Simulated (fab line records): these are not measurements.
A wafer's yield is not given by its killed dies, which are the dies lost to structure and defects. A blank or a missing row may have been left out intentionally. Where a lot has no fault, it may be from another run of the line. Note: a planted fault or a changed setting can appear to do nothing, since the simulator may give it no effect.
Struck lot and sound lot, side by side -- flow n5_finfet -- 16 steps out of a route of 1938
Sound: the wafers L797.1, L797.4, L797.6. Struck: wafer L808.1 (left out: L808.4, a lot-mate that was not struck); the cause follows at the end.
For every step that has rows: the tool of each side, followed by ch and its chambers, followed by its first start. Under that, the readings that differ: sound wafers -- struck wafers -- difference of the means -- sigmas: that difference in standard deviations of wafers without a fault.
alike: readings with means less than 2 such deviations apart, plus words and numbers identical on both sides. not compared: withheld readings, readings lacking a value on some wafer, bounds such as >300 that could conceal the same value, and numbers that have no deviation in the record and whose values overlap.
Wherever a step has rows on one side only, a row that says differs or no value, or a row with sigmas, the two part there. Numbers that don't overlap but have no deviation are shown without sigmas and don't part them. A reading that every wafer of one side lacks parts them only if that side has two wafers or more.

first, 3 steps without rows for these wafers: N5_FIN_SAQP_EXPOSE_13 (exposes mask FIN CORE, target cd 35.6 nm); N5_FIN_SAQP_PEB_14 (peb time 60 s); N5_FIN_SAQP_DEVELOP_15 (develop time 30 s).
N5_FIN_SAQP_CD_MEAS_16: the cd target is 35.6 nm.
  sound on cd_sem-03 ch 0, day 1 21:15; struck on cd_sem-02 ch 0, day 4 15:34
  alike: cd_nm
N5_FIN_SAQP_OVL_MEAS_17:
  sound on overlay-02 ch 0, day 1 21:17; struck on overlay-01 ch 0, day 4 15:37
  alike: FIN_CORE_OVL
N5_FIN_SAQP_INSPECT_18: inspects for defects (brightfield).
  sound on defect_inspect-01, day 1 21:19; struck on defect_inspect-01, day 4 15:38
  alike: raw_defect_count
N5_FIN_SAQP_DESCUM_21: chemistry O2, time 7.9 s.
  sound on rie_diel-03 ch 0,1,2, day 1 21:21; struck on rie_diel-02 ch 3, day 4 15:40
  alike: drypump_motor_current_A, oes_product_au, rf_vpp_V, showerhead_plenum_p_Torr, temp_c, throttle_valve_pct
  not compared: rf_hours_counter_h
N5_FIN_SAQP_ETCH_51: etches SiARC in CF4, target depth 45.5 nm, time 75.8 s.
  sound on rie_diel-03 ch 0,1,2, day 1 21:23; struck on rie_diel-02 ch 3, day 4 15:42
  alike: drypump_motor_current_A, etch_rf_on_time_s, oes_product_au, rf_vpp_V, showerhead_plenum_p_Torr, throttle_valve_pct
  not compared: rf_hours_counter_h
N5_FIN_SAQP_ETCH_52: etches SOC in N2/H2, target depth 100 nm, overetch 20 nm, time 150 s.
  sound on rie_diel-03 ch 0,1,2, day 1 21:26; struck on rie_diel-02 ch 3, day 4 15:46
  alike: drypump_motor_current_A, oes_product_au, rf_vpp_V, showerhead_plenum_p_Torr, temp_c, throttle_valve_pct
  not compared: rf_hours_counter_h
then, 1 step without rows for these wafers: N5_FIN_SAQP_STRIP_53 (strips in N2/H2).
N5_FIN_SAQP_HM_OPEN_73: chemistry CHF3/O2, target SiO2, stops on a-Si, target depth 12 nm, time 16.8 s.
  sound on rie_diel-03 ch 0,1,2, day 1 21:33; struck on rie_diel-02 ch 3, day 4 15:52
  alike: drypump_motor_current_A, oes_product_au, rf_vpp_V, showerhead_plenum_p_Torr, throttle_valve_pct
  not compared: rf_hours_counter_h
then, 1 step without rows for these wafers: N5_FIN_SAQP_STRIP_74 (strips in CHF3/O2).
N5_FIN_SAQP_MANDREL_ETCH_22: etches a-Si in HBr/Cl2, stops on SiNx, target depth 60 nm, bt time 10 s, time 30 s.
  sound on rie_si-04 ch 1,2, day 1 21:38; struck on rie_si-04 ch 3, day 4 15:57
reading,sound,struck,difference,sigmas
over_etch_frac,0.5 0.5 0.5,0.43803,-0.06197,
model.SOC_of_FIN_SAQP_COAT_49.thk_nm (nm),75.29 75.57 75.77,77.02,+1.48,
  alike: drypump_motor_current_A, oes_product_au, throttle_valve_pct
  not compared: rf_hours_counter_h
N5_FIN_SAQP_STRIP_55: strips in N2/H2.
  sound on rie_diel-02 ch 1,3, day 1 21:58; struck on rie_diel-02 ch 1, day 4 16:03
  alike: drypump_motor_current_A, oes_product_au, rf_vpp_V, showerhead_plenum_p_Torr, temp_c, throttle_valve_pct
  not compared: rf_hours_counter_h
-- record jumps: 8 days separate the struck wafers' starts on either side; left off in module FIN_SAQP, taken up again in module BEOL_M4, whose first shown step is the route's number 1111 --
N5_BEOL_M4_RC_MEAS_101:
  sound on prober-02 ch 0, day 8 07:44; struck on prober-01 ch 0, day 12 11:34
  alike: DIBL_N, DIBL_P, IOFF_N, IOFF_P, ION_N, ION_P, SS_N, SS_P, VT_N, VT_P
-- here the record skips 5 days between the struck wafers' starts before and after, leaving off in module BEOL_M4 and picking up in module PASSIVATION (first step shown: number 1936 of the route) --
N5_PASSIVATION_PROBE_49:
  sound on prober-01, day 12 22:08; struck on prober-02, day 17 01:08
  alike: defect_limited_yield, killed_at_M0_to_M3, killed_at_M4_up, killed_at_contacts, killed_at_front_end, killed_at_other, killed_dies, killed_on_rim, killed_open, killed_short, sort_bin_5_function, sort_bin_6_memory, sort_bin_8_speed, sort_n_pass, sort_yield_pct

== WHERE THEY PART ==
Nowhere in this record.

WHY: what the simulator had put in
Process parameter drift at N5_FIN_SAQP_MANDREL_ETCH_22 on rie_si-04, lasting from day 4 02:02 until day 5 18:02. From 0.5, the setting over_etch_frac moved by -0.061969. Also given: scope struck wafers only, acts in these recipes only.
